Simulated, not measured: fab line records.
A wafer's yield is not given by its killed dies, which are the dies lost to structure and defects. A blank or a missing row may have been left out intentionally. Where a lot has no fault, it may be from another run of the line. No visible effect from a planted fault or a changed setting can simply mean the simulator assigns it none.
fab line records	flow n5_finfet
record: lots: 4	wafers: 12	last_day: 20
route steps=1938 shown MOL_CONTACT_COAG@551 BEOL_M4@1111 PASSIVATION@1936
lots with no fault: from the same line, run without faults
start_h: start of the lot's first displayed wafer, in hours after the record's first day	wait_h: how many hours have passed since the lot's step before this one	" identical to the entry in the row above	L1.1+2: one row covering several wafers at once	- no value, or no start was given	* or withheld: withheld	< > ~ a bound
route shown NAME@n: NAME is a module with steps in the file, n the number in the route of the first one	usual: mean and standard deviation over wafers with no fault	same: alike in all rows	chamber/n: place in a boat	sites: readings site by site	_std_site: the standard deviation of these	_edge_site: outer sites' mean less inner sites'	radius_mm: how far each site lies from the wafer's centre	mask NAME#n: copy n	behind: tool/chamber where the wafer was last shaped	hold: what put the lot on hold/how long, in hours/how the hold closed	device: the n, p or np transistor that did not switch	end of line: the same wafers' tests at the end of the route	for a step that has no rows: nothing shown but its recipe	killed: dies that structure and defects cost at the first sort, which is not the same as the wafer's yield	map: per-die view of a wafer (x killed, . not killed, _ where there is no die)
set.NAME: the setting as run; set.NAME@STEP: as run at that earlier step	model.NAME: the simulator's own value behind a step, which no gauge read
a table for each step, a row for each wafer; lots at some steps of the route
services: the hour from which a tool's chamber was out of use, counted from the record's first day as start_h (under 0 if before that day), plus the number of hours and why
== steps ==
step: N5_MOL_CONTACT_COAG_SPUTTER_130
recipe: material: Co	target_thk_a: 475	temp_c: 25	chamber_pressure_pa: 0.5	power_w: 3000
step: N5_MOL_CONTACT_COAG_PRECLEAN_125
recipe: chemistry: DIW	time_s: 57.5	temp_c: 23
step: N5_MOL_CONTACT_COAG_SRD_126
recipe: dry_time_s: 32	dry: n2_spin	spin_rpm: 1500
step: N5_MOL_CONTACT_COAG_CMP_23
recipe: stop_on: SiO2	t_overpolish_s: 1.5	post_cmp_clean: cu_alkaline	down_force_psi: 2	platen_rpm: 50.289	pad_velocity_m_s: 1.0006	target_thk_nm: 0
step: N5_MOL_CONTACT_COAG_WET_ETCH_26
recipe: target: Co	target_depth_nm: 13
step: N5_MOL_CONTACT_COAG_WET_ETCH_116
recipe: chemistry: SC1-inhibited	target_depth_nm: 4.6	dry: ipa_marangoni	rinse_time_s: 30	rinse_temp_c: 23
step: N5_MOL_CONTACT_COAG_ALD_27
recipe: material: SiOC	target_thk_a: 170	temp_c: 400	ald_precursor_family: carbosiloxane	ald_co_reactant: H2-plasma	pulse_time_s: 1.5	time_s: 2720	purge_time_s: 2	co_reactant_purge_time_s: 2	ald_cycles: 340	pressure_torr: 2
step: N5_MOL_CONTACT_COAG_CMP_28
recipe: stop_on: SiNx	t_overpolish_s: 0.85	post_cmp_clean: alkaline_brush	down_force_psi: 4.15	platen_rpm: 51.8	pad_velocity_m_s: 1.0307	target_thk_nm: 14.522
step: N5_MOL_CONTACT_COAG_ALD_123
recipe: material: SiNx	target_thk_a: 50	temp_c: 400	ald_precursor_family: SiH2I2	ald_co_reactant: N2/H2-plasma	pulse_time_s: 1	purge_time_s: 2	co_reactant_purge_time_s: 2	ald_cycles: 100	pressure_torr: 2
step: N5_MOL_CONTACT_COAG_PECVD_31
recipe: material: SiO2	target_thk_a: 460	temp_c: 400	precursor: TEOS/O2	pressure_torr: 6.5	rf_w: withheld	teos_flow_sccm: withheld	gas: O2	flow_sccm: 2650	time_s: 8.9
usual: chamber_pressure_Torr: 6.501/0.014
lot.wafer	tool	chamber	start_h	wait_h	chamber_pressure_Torr	since_wet_clean_h
L528.1	pecvd-02	0	167.43	0.3	-	-
L528.2	"	1	"	"	-	-
L528.5	"	1	"	"	-	-
L529.1	pecvd-02	1	174.27	0.3	-	-
L529.4	"	1	"	"	-	-
L529.6	"	0	"	"	-	-
L539.3	pecvd-01	0	228.94	0.3	6.482	1114
L539.5	"	0	"	"	6.501	-
L539.6	"	2	"	"	6.528	-
L540.3	pecvd-02	2	240.24	0.3	6.502	553
L540.5	"	2	"	"	6.517	-
L540.6	"	0	"	"	6.531	-
step: N5_MOL_CONTACT_COAG_COAT_75
recipe: resist: SOC	temp_c: 250	time_s: 60	spin_rpm: 1500	resist_thk_nm: 60
step: N5_MOL_CONTACT_COAG_COAT_76
recipe: resist: SiARC	temp_c: 220	time_s: 60	spin_rpm: 1500	resist_thk_nm: 10
step: N5_MOL_CONTACT_COAG_COAT_77
recipe: resist: underlayer	temp_c: 205	time_s: 60	spin_rpm: 1500	resist_thk_nm: 10
step: N5_MOL_CONTACT_COAG_COAT_78
recipe: resist: CAR-EUV	spin_rpm: 1500	resist_thk_nm: 40
step: N5_MOL_CONTACT_COAG_EBR_80
recipe: solvent: PGMEA	ebr_width_mm: 1.5
step: N5_MOL_CONTACT_COAG_SOFTBAKE_79
recipe: temp_c: 110	time_s: 60	resist: CAR-EUV
step: N5_MOL_CONTACT_COAG_EXPOSE_81
recipe: mask_id: VG	na: 0.33	source_shape: annular	sigma_inner: 0.3	sigma_outer: 0.7	polarization: unpolarized	defocus_nm: 0	dose_mj: 59.5
step: N5_MOL_CONTACT_COAG_PEB_82
recipe: peb_temp_c: 100	peb_time_s: 60	resist: CAR-EUV
step: N5_MOL_CONTACT_COAG_DEVELOP_83
recipe: develop_time_s: 30	developer: TMAH	resist: CAR-EUV	rinse_liquid: surfactant_rinse	dry: air_spin	dev_temp_c: 23
step: N5_MOL_CONTACT_COAG_DESCUM_88
recipe: chemistry: O2	time_s: 7	source_power_w: 50	bias_power_w: 20	pressure_mtorr: 20	rf_frequency_hz: 2.712e+07	temp_c: 40	resist: CAR-EUV	o2_flow_sccm: 225
step: N5_MOL_CONTACT_COAG_ETCH_89
recipe: chemistry: N2/H2	target: underlayer	target_depth_a: 130	mask_material: CAR-EUV	time_s: 10.4	ion_energy_ev: 200	pressure_mtorr: 30	source_w: 840	bias_w: 150	n2_flow_sccm: 200	h2_flow_sccm: 200	ends: cleared
step: N5_MOL_CONTACT_COAG_ETCH_90
recipe: chemistry: CF4	target: SiARC	target_depth_a: 130	mask_material: CAR-EUV	time_s: 21.7	ion_energy_ev: 80	pressure_mtorr: 40	source_w: 545	bias_w: 36	Ar_flow_sccm: 100	cf4_flow_sccm: 100	ends: cleared
step: N5_MOL_CONTACT_COAG_ALD_131
recipe: material: SiO2	target_thk_a: 50	temp_c: 100	ald_precursor_family: BDEAS	ald_co_reactant: O2-plasma	pulse_time_s: 1	co_reactant_pulse_time_s: 1	purge_time_s: 2	co_reactant_purge_time_s: 2	ald_cycles: 35	pressure_torr: 2
step: N5_MOL_CONTACT_COAG_ETCHBACK_132
recipe: chemistry: CHF3	target: SiO2	target_depth_a: 100	time_s: 6.7	ion_energy_ev: 200	pressure_mtorr: 30	source_w: 610	bias_w: 170	Ar_flow_sccm: 200	CHF3_flow_sccm: 50
step: N5_MOL_CONTACT_COAG_ETCH_91
recipe: chemistry: N2/H2	target: SOC	target_depth_a: 600	overetch_a: 210	mask_material: SiARC	temp_c: 40	time_s: 101.2	ion_energy_ev: 200	pressure_mtorr: 30	source_w: 840	bias_w: 150	n2_flow_sccm: 200	h2_flow_sccm: 200
step: N5_MOL_CONTACT_COAG_STRIP_92
recipe: chemistry: N2/H2	temp_c: 40	n2_flow_sccm: 200	h2_flow_sccm: 200	rf_frequency_hz: 6e+07
step: N5_MOL_CONTACT_COAG_STRIP_93
recipe: chemistry: N2/H2	temp_c: 40	n2_flow_sccm: 200	h2_flow_sccm: 200	rf_frequency_hz: 6e+07
step: N5_MOL_CONTACT_COAG_ETCHBACK_135
recipe: chemistry: CHF3	target: SiO2	target_depth_a: 250	time_s: 16.7	ion_energy_ev: 200	pressure_mtorr: 30	source_w: 610	bias_w: 170	Ar_flow_sccm: 200	CHF3_flow_sccm: 50
step: N5_MOL_CONTACT_COAG_STRIP_118
recipe: chemistry: CHF3	resist: SiARC	rf_frequency_hz: 6e+07
step: N5_MOL_CONTACT_COAG_VIA_ETCH_46
recipe: chemistry: C4F6/O2	target_depth_a: 460	overetch_a: 92	mask_material: SOC	target: SiO2	bias_w: 455	pressure_mtorr: 10	time_s: 40	source_w: 325	Ar_flow_sccm: 300	C4F6_flow_sccm: 10	O2_flow_sccm: 10	ion_energy_ev: 575.3	ends: end_point
usual: bias_w: 455.1/1.4	drypump_motor_current_A: 5.5/0.37	mfc_ar_sccm: 300.0/0.87	oes_product_au: 0.72/0.083	rf_fwd_power_W: 322.5/1.2	rf_vpp_V: 1586/36	showerhead_plenum_p_Torr: 2.87/0.083	throttle_valve_pct: 40.7/0.42
lot.wafer	tool	chamber	start_h	wait_h	bias_w	drypump_motor_current_A	mfc_ar_sccm	oes_product_au	rf_fwd_power_W	rf_hours_counter_h	rf_vpp_V	showerhead_plenum_p_Torr	throttle_valve_pct	model.etch.depth_nm
L528.1	rie_diel-04	2	168.67	0.0	459.1	5.9	300.9	0.65	322.8	196	1601	2.83	41.1	45.84
L528.2	"	0	"	"	452.3	6.1	298.7	0.83	323.4	23	1607	2.89	40.3	45.79
L528.5	"	3	"	"	456.1	5.5	298.8	0.82	324.8	-	1665	2.91	40.4	45.46
L529.1	rie_diel-06	1	175.64	0.0	455.4	5.6	298.2	0.74	320.7	79	1604	2.87	41.1	46.26
L529.4	"	3	"	"	456.6	4.9	299.8	0.64	323.0	-	1577	2.71	40.6	46.44
L529.6	"	1	"	"	457.1	5.5	299.7	0.74	321.3	-	1604	2.87	41.1	46.05
L539.3	rie_diel-06	3	230.33	0.0	456.0	4.9	299.7	0.62	322.3	223	1577	2.70	40.6	45.32
L539.5	"	3	"	"	456.6	4.9	300.5	0.63	323.0	-	1576	2.70	40.6	46.16
L539.6	"	2	"	"	456.3	5.6	300.2	0.85	321.2	-	1526	2.90	40.6	46.65
L540.3	rie_diel-06	3	241.72	0.0	454.5	5.0	299.1	0.61	321.8	228	1578	2.70	40.6	44.76
L540.5	"	0	"	"	454.9	5.2	297.2	0.81	320.3	-	1624	2.87	39.9	45.92
L540.6	"	1	"	"	454.5	5.6	299.4	0.70	320.9	-	1602	2.85	41.1	44.93
step: N5_MOL_CONTACT_COAG_STRIP_96
recipe: chemistry: N2/H2	power_w: 500	temp_c: 40	pressure_mtorr: 50	rf_frequency_hz: 6e+07	overash_fraction: 0.3	bias_power_w: 28	h2_frac: 0.5	n2_flow_sccm: 300	h2_flow_sccm: 300
step: N5_MOL_CONTACT_COAG_ETCH_47
recipe: chemistry: CH3F/O2	target: SiNx	target_depth_a: 270	mask_material: SiO2	stop_on: W	over_etch_frac: 0.2	ion_energy_ev: 120	endpoint: OES-CN	pressure_mtorr: 30	source_w: 395	bias_w: 73	Ar_flow_sccm: 150	CH3F_flow_sccm: 30	O2_flow_sccm: 20	ends: end_point
step: N5_MOL_CONTACT_COAG_STRIP_119
recipe: chemistry: N2/H2	time_s: 30	power_w: 1000	temp_c: 250	pressure_mtorr: withheld	n2_flow_sccm: 1750	h2_flow_sccm: 3250
step: N5_MOL_CONTACT_COAG_PRECLEAN_144
recipe: chemistry: alkaline_clean	temp_c: 60	time_s: 60	do_ppb: 50
step: N5_MOL_CONTACT_COAG_SRD_145
recipe: dry: ipa_marangoni	time_s: 30	temp_c: 23	rinse_liquid: diw
step: N5_MOL_CONTACT_COAG_CD_MEAS_137
recipe: target_cd_nm: 16
usual: cd_nm: 16.1/0.31
lot.wafer	tool	chamber	start_h	wait_h	cd_nm
L528.1	cd_sem-01	-	169.01	0.0	-
L528.2	"	-	"	"	-
L528.5	"	-	"	"	-
L529.1	cd_sem-03	-	175.97	0.0	-
L529.4	"	-	"	"	-
L529.6	"	-	"	"	-
L539.3	cd_sem-03	-	230.67	0.0	15.9
L539.5	"	-	"	"	16.3
L539.6	"	-	"	"	16.3
L540.3	cd_sem-02	-	242.05	0.0	16.3
L540.5	"	-	"	"	15.5
L540.6	"	-	"	"	16.4
step: N5_MOL_CONTACT_COAG_INSPECT_42
recipe: mode: adi	inspect_instrument: brightfield
usual: raw_defect_count: 212/52
lot.wafer	tool	chamber	start_h	wait_h	raw_defect_count
L528.1	defect_inspect-01	-	169.54	0.1	1900
L528.2	"	-	"	"	1907
L528.5	"	-	"	"	1939
L529.1	defect_inspect-02	-	176.38	0.1	1920
L529.4	"	-	"	"	1991
L529.6	"	-	"	"	1960
L539.3	defect_inspect-02	-	231.07	0.0	211
L539.5	"	-	"	"	184
L539.6	"	-	"	"	182
L540.3	defect_inspect-01	-	242.46	0.0	181
L540.5	"	-	"	"	263
L540.6	"	-	"	"	284
step: N5_BEOL_M4_RC_MEAS_101
usual: DIBL_N: 36.0/1.9	DIBL_P: 35.6/2.2	IOFF_N: 0.15/0.031	IOFF_P: 0.19/0.032	ION_N: 668/11	ION_P: 455/7.2	SS_N: 71.5/0.65	SS_P: 73.4/0.64	VT_N: 251/3.6	VT_P: -253/3.3
lot.wafer	tool	chamber	start_h	wait_h	DIBL_N[mV/V]	DIBL_P[mV/V]	IOFF_N[nA/um]	IOFF_P[nA/um]	ION_N[uA/um]	ION_P[uA/um]	SS_N[mV/dec]	SS_P[mV/dec]	VT_N[mV]	VT_P[mV]
L539.3	prober-02	0	334.02	0.3	31.3	31.4	0.09	0.12	643	437	70.9	73.3	258	-261
L539.5	"	0	"	"	30.9	31.4	0.09	0.12	644	437	71.8	72.3	260	-263
L539.6	"	0	"	"	33.4	34.2	0.12	0.14	659	441	71.5	73.0	257	-262
L540.3	prober-01	0	361.83	0.3	35.6	34.6	0.14	0.20	657	454	71.8	73.5	250	-249
L540.5	"	0	"	"	36.1	34.3	0.14	0.18	666	448	71.8	73.3	255	-252
L540.6	"	0	"	"	35.4	34.2	0.13	0.20	672	464	70.9	73.3	251	-250
step: N5_PASSIVATION_PROBE_49
usual: defect_limited_yield: 91.3/1.4	killed_at_M0_to_M3: 34/10	killed_at_M4_up: 14/5.5	killed_at_contacts: 12/6	killed_at_front_end: 40/10	killed_at_other: 3.0/2.4	killed_dies: 103/17	killed_on_rim: 13/4.3	killed_open: 68/13	killed_short: 34/7.8	sort_bin_5_function: 5.1/0.97	sort_bin_6_memory: 3.3/0.66	sort_bin_8_speed: 0.02/0.12	sort_n_pass: 1077/17	sort_yield_pct: 91.2/1.4
same: gross_dies: 1180	killed_at_back_side: 0	sort_bin_4_leakage[%]: 0
lot.wafer	tool	chamber	start_h	wait_h	defect_limited_yield[%]	killed_at_M0_to_M3	killed_at_M4_up	killed_at_contacts	killed_at_front_end	killed_at_other	killed_dies	killed_on_rim	killed_open	killed_short	sort_bin_5_function[%]	sort_bin_6_memory[%]	sort_bin_8_speed[%]	sort_n_pass	sort_yield_pct[%]
L528.1	prober-01	-	399.57	0.0	0	7	3	1159	11	0	1180	152	17	8	74.3	3.5	0	0	0
L528.2	prober-01	-	399.62	0.1	0	5	2	1162	10	1	1180	152	15	5	74.4	3.2	0	0	0
L528.5	prober-01	-	399.77	0.2	0	4	2	1164	9	1	1180	152	15	5	75.9	2.5	0	0	0
L529.1	prober-02	-	404.41	0.0	0	10	0	1163	6	1	1180	152	10	7	72.0	3.7	0	0	0
L529.4	prober-02	-	404.56	0.2	0	8	1	1169	2	0	1180	152	9	4	73.0	3.4	0	0	0
L529.6	prober-02	-	404.66	0.3	0	4	1	1170	5	0	1180	152	7	5	75.9	2.3	0	0	0
L540.3	prober-02	-	475.40	0.1	89.2	44	6	19	49	9	127	14	79	46	6.4	3.8	0	1053	89.2
L540.5	prober-02	-	475.50	0.2	91.8	34	10	7	42	4	97	17	55	41	4.6	3.0	0	1083	91.8
L540.6	prober-02	-	475.55	0.3	91.3	21	12	16	49	5	103	14	66	37	5.0	3.6	0	1077	91.3
killed by level:class
L528.1 MOL_CONTACT_COAG:lost_pattern=1148 MOL_CONTACT_COAG:area_pecvd=6 MOL_CONTACT_COAG:geometric_particle:open=4 DUMMY_GATE:geometric_particle:open=3 BEOL_M0_SAQP:geometric_particle:open=3 BEOL_M1:geometric_particle:open=3 FIN_SAQP:geometric_particle:short=2 GATE_CUT:geometric_particle:short=2
L528.2 MOL_CONTACT_COAG:lost_pattern=1153 MOL_CONTACT_COAG:area_pecvd=7 STI_FIN_REVEAL:geometric_particle:open=3 FIN_SAQP:geometric_particle:short=2 FIN_SAQP:geometric_particle:open=2 STARTING-WAFER:geometric_particle:open=2 BEOL_M6:geometric_particle:open=2 DUMMY_GATE:geometric_particle:open=1
L528.5 MOL_CONTACT_COAG:lost_pattern=1157 STI_FIN_REVEAL:geometric_particle:open=4 MOL_CONTACT_COAG:geometric_particle:open=4 MOL_CONTACT_COAG:area_pecvd=3 BEOL_M3:geometric_particle:short=2 BEOL_M5:geometric_particle:open=2 FIN_SAQP:geometric_particle:short=1 STI_FIN_REVEAL:geometric_particle:short=1
L529.1 MOL_CONTACT_COAG:lost_pattern=1158 MOL_CONTACT_COAG:area_pecvd=4 BEOL_M0_SAQP:geometric_particle:open=3 BEOL_M0_SAQP:geometric_particle:short=3 STI_FIN_REVEAL:geometric_particle:open=2 BEOL_M2:geometric_particle:short=2 BEOL_M3:geometric_particle:open=2 FIN_SAQP:geometric_particle:short=1
L529.4 MOL_CONTACT_COAG:lost_pattern=1164 MOL_CONTACT_COAG:area_pecvd=3 MOL_CONTACT_COAG:geometric_particle:open=2 BEOL_M0_SAQP:geometric_particle:open=2 BEOL_M1:geometric_particle:open=2 BEOL_M2:geometric_particle:open=2 FIN_SAQP:geometric_particle:short=1 ILD0:geometric_particle:short=1
L529.6 MOL_CONTACT_COAG:lost_pattern=1165 BEOL_M0_SAQP:geometric_particle:short=3 MOL_CONTACT_COAG:area_pecvd=3 MOL_CONTACT_COAG:geometric_particle:open=2 FIN_SAQP:geometric_particle:open=1 STI_FIN_REVEAL:geometric_particle:short=1 DUMMY_GATE:geometric_particle:short=1 SD_EPI_N:geometric_particle:open=1
L540.3 MOL_CONTACT_COAG:geometric_particle:open=17 FIN_SAQP:geometric_particle:short=13 STI_FIN_REVEAL:geometric_particle:open=11 BEOL_M2:geometric_particle:open=10 BEOL_M0_SAQP:geometric_particle:short=9 FIN_SAQP:geometric_particle:open=7 BEOL_M1:geometric_particle:open=7 BEOL_M3:geometric_particle:open=5
L540.5 FIN_SAQP:geometric_particle:short=11 BEOL_M1:geometric_particle:open=9 FIN_SAQP:geometric_particle:open=8 BEOL_M3:geometric_particle:short=7 DUMMY_GATE:geometric_particle:open=5 BEOL_M3:geometric_particle:open=5 STI_FIN_REVEAL:geometric_particle:open=4 MOL_CONTACT_COAG:geometric_particle:open=4
L540.6 FIN_SAQP:geometric_particle:open=14 STI_FIN_REVEAL:geometric_particle:open=12 MOL_CONTACT_COAG:geometric_particle:open=12 FIN_SAQP:geometric_particle:short=8 BEOL_M3:geometric_particle:short=7 GATE_CUT:geometric_particle:short=4 GATE_CUT:geometric_particle:open=4 MOL_CONTACT_COAG:geometric_particle:short=4
map L528.1 (x killed, . not)
_________________xxxxxxxxxxxx________________
______________xxxxxxxxxxxxxxxxxx_____________
___________xxxxxxxxxxxxxxxxxxxxxxxx__________
__________xxxxxxxxxxxxxxxxxxxxxxxxxx_________
________xxxxxxxxxxxxxxxxxxxxxxxxxxxxxx_______
_______xxxxxxxxxxxxxxxxxxxxxxxxxxxxxxxx______
______xxxxxxxxxxxxxxxxxxxxxxxxxxxxxxxxxx_____
_____xxxxxxxxxxxxxxxxxxxxxxxxxxxxxxxxxxxx____
____xxxxxxxxxxxxxxxxxxxxxxxxxxxxxxxxxxxxxx___
___xxxxxxxxxxxxxxxxxxxxxxxxxxxxxxxxxxxxxxxx__
___xxxxxxxxxxxxxxxxxxxxxxxxxxxxxxxxxxxxxxxx__
__xxxxxxxxxxxxxxxxxxxxxxxxxxxxxxxxxxxxxxxxxx_
__xxxxxxxxxxxxxxxxxxxxxxxxxxxxxxxxxxxxxxxxxx_
_xxxxxxxxxxxxxxxxxxxxxxxxxxxxxxxxxxxxxxxxxxxx
_xxxxxxxxxxxxxxxxxxxxxxxxxxxxxxxxxxxxxxxxxxxx
_xxxxxxxxxxxxxxxxxxxxxxxxxxxxxxxxxxxxxxxxxxxx
_xxxxxxxxxxxxxxxxxxxxxxxxxxxxxxxxxxxxxxxxxxxx
_xxxxxxxxxxxxxxxxxxxxxxxxxxxxxxxxxxxxxxxxxxxx
_xxxxxxxxxxxxxxxxxxxxxxxxxxxxxxxxxxxxxxxxxxxx
_xxxxxxxxxxxxxxxxxxxxxxxxxxxxxxxxxxxxxxxxxxxx
_xxxxxxxxxxxxxxxxxxxxxxxxxxxxxxxxxxxxxxxxxxxx
__xxxxxxxxxxxxxxxxxxxxxxxxxxxxxxxxxxxxxxxxxx_
__xxxxxxxxxxxxxxxxxxxxxxxxxxxxxxxxxxxxxxxxxx_
___xxxxxxxxxxxxxxxxxxxxxxxxxxxxxxxxxxxxxxxx__
___xxxxxxxxxxxxxxxxxxxxxxxxxxxxxxxxxxxxxxxx__
____xxxxxxxxxxxxxxxxxxxxxxxxxxxxxxxxxxxxxx___
_____xxxxxxxxxxxxxxxxxxxxxxxxxxxxxxxxxxxx____
______xxxxxxxxxxxxxxxxxxxxxxxxxxxxxxxxxx_____
_______xxxxxxxxxxxxxxxxxxxxxxxxxxxxxxxx______
________xxxxxxxxxxxxxxxxxxxxxxxxxxxxxx_______
__________xxxxxxxxxxxxxxxxxxxxxxxxxx_________
___________xxxxxxxxxxxxxxxxxxxxxxxx__________
______________xxxxxxxxxxxxxxxxxx_____________
_________________xxxxxxxxxxxx________________
map L529.1 (x killed, . not)
_________________xxxxxxxxxxxx________________
______________xxxxxxxxxxxxxxxxxx_____________
___________xxxxxxxxxxxxxxxxxxxxxxxx__________
__________xxxxxxxxxxxxxxxxxxxxxxxxxx_________
________xxxxxxxxxxxxxxxxxxxxxxxxxxxxxx_______
_______xxxxxxxxxxxxxxxxxxxxxxxxxxxxxxxx______
______xxxxxxxxxxxxxxxxxxxxxxxxxxxxxxxxxx_____
_____xxxxxxxxxxxxxxxxxxxxxxxxxxxxxxxxxxxx____
____xxxxxxxxxxxxxxxxxxxxxxxxxxxxxxxxxxxxxx___
___xxxxxxxxxxxxxxxxxxxxxxxxxxxxxxxxxxxxxxxx__
___xxxxxxxxxxxxxxxxxxxxxxxxxxxxxxxxxxxxxxxx__
__xxxxxxxxxxxxxxxxxxxxxxxxxxxxxxxxxxxxxxxxxx_
__xxxxxxxxxxxxxxxxxxxxxxxxxxxxxxxxxxxxxxxxxx_
_xxxxxxxxxxxxxxxxxxxxxxxxxxxxxxxxxxxxxxxxxxxx
_xxxxxxxxxxxxxxxxxxxxxxxxxxxxxxxxxxxxxxxxxxxx
_xxxxxxxxxxxxxxxxxxxxxxxxxxxxxxxxxxxxxxxxxxxx
_xxxxxxxxxxxxxxxxxxxxxxxxxxxxxxxxxxxxxxxxxxxx
_xxxxxxxxxxxxxxxxxxxxxxxxxxxxxxxxxxxxxxxxxxxx
_xxxxxxxxxxxxxxxxxxxxxxxxxxxxxxxxxxxxxxxxxxxx
_xxxxxxxxxxxxxxxxxxxxxxxxxxxxxxxxxxxxxxxxxxxx
_xxxxxxxxxxxxxxxxxxxxxxxxxxxxxxxxxxxxxxxxxxxx
__xxxxxxxxxxxxxxxxxxxxxxxxxxxxxxxxxxxxxxxxxx_
__xxxxxxxxxxxxxxxxxxxxxxxxxxxxxxxxxxxxxxxxxx_
___xxxxxxxxxxxxxxxxxxxxxxxxxxxxxxxxxxxxxxxx__
___xxxxxxxxxxxxxxxxxxxxxxxxxxxxxxxxxxxxxxxx__
____xxxxxxxxxxxxxxxxxxxxxxxxxxxxxxxxxxxxxx___
_____xxxxxxxxxxxxxxxxxxxxxxxxxxxxxxxxxxxx____
______xxxxxxxxxxxxxxxxxxxxxxxxxxxxxxxxxx_____
_______xxxxxxxxxxxxxxxxxxxxxxxxxxxxxxxx______
________xxxxxxxxxxxxxxxxxxxxxxxxxxxxxx_______
__________xxxxxxxxxxxxxxxxxxxxxxxxxx_________
___________xxxxxxxxxxxxxxxxxxxxxxxx__________
______________xxxxxxxxxxxxxxxxxx_____________
_________________xxxxxxxxxxxx________________
== services ==
tool	chamber	start_h	hours	kind
pecvd-01	-	160.83	0.8	repair
pecvd-02	2	163.09	76.1	repair
rie_diel-04	1	171.89	1.4	repair
rie_diel-06	3	181.80	17.0	repair
rie_diel-06	2	198.81	-	clean
rie_diel-06	2	198.81	-	consumable_replace:focus_ring
rie_diel-06	2	198.81	16.9	scheduled_down
rie_diel-06	2	198.81	16.9	vent_cycle
pecvd-01	-	203.81	0.8	pm
pecvd-01	-	218.69	0.9	repair
pecvd-02	0	234.70	5.0	scheduled_down
pecvd-01	2	236.31	2.1	scheduled_down
== key ==
first_sign: step: N5_MOL_CONTACT_COAG_PECVD_31	reading: tool_record	direction: missing
effect: step: N5_MOL_CONTACT_COAG_CD_MEAS_137	reading: cd_nm	direction: missing
effect: step: N5_MOL_CONTACT_COAG_INSPECT_42	reading: raw_defect_count	direction: up	sigmas: 33	usual: 212	struck: 1936
effect: step: N5_PASSIVATION_PROBE_49	reading: killed_at_contacts	direction: up	sigmas: 99+	usual: 12	struck: 1164
model_effect: step: N5_MOL_CONTACT_COAG_VIA_ETCH_46	value: etch.depth_nm	without: 45.82	struck: 45.97
met_at N5_MOL_CONTACT_COAG_PECVD_31
struck_wafers L528.1,L528.2,L528.5,L529.1,L529.4,L529.6
later_rows_left_out L528.1,L528.2,L528.5,L529.1,L529.4,L529.6
fault: kind: skipped_step_whole	tool: pecvd-02	chamber: -	onset_h: 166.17	steps: N5_MOL_CONTACT_COAG_PECVD_31	scope: struck_lots_only
later_rows_left_out: the simulator's readings of these wafers behind a module that went badly wrong aren't trusted and aren't shown, but for the sort
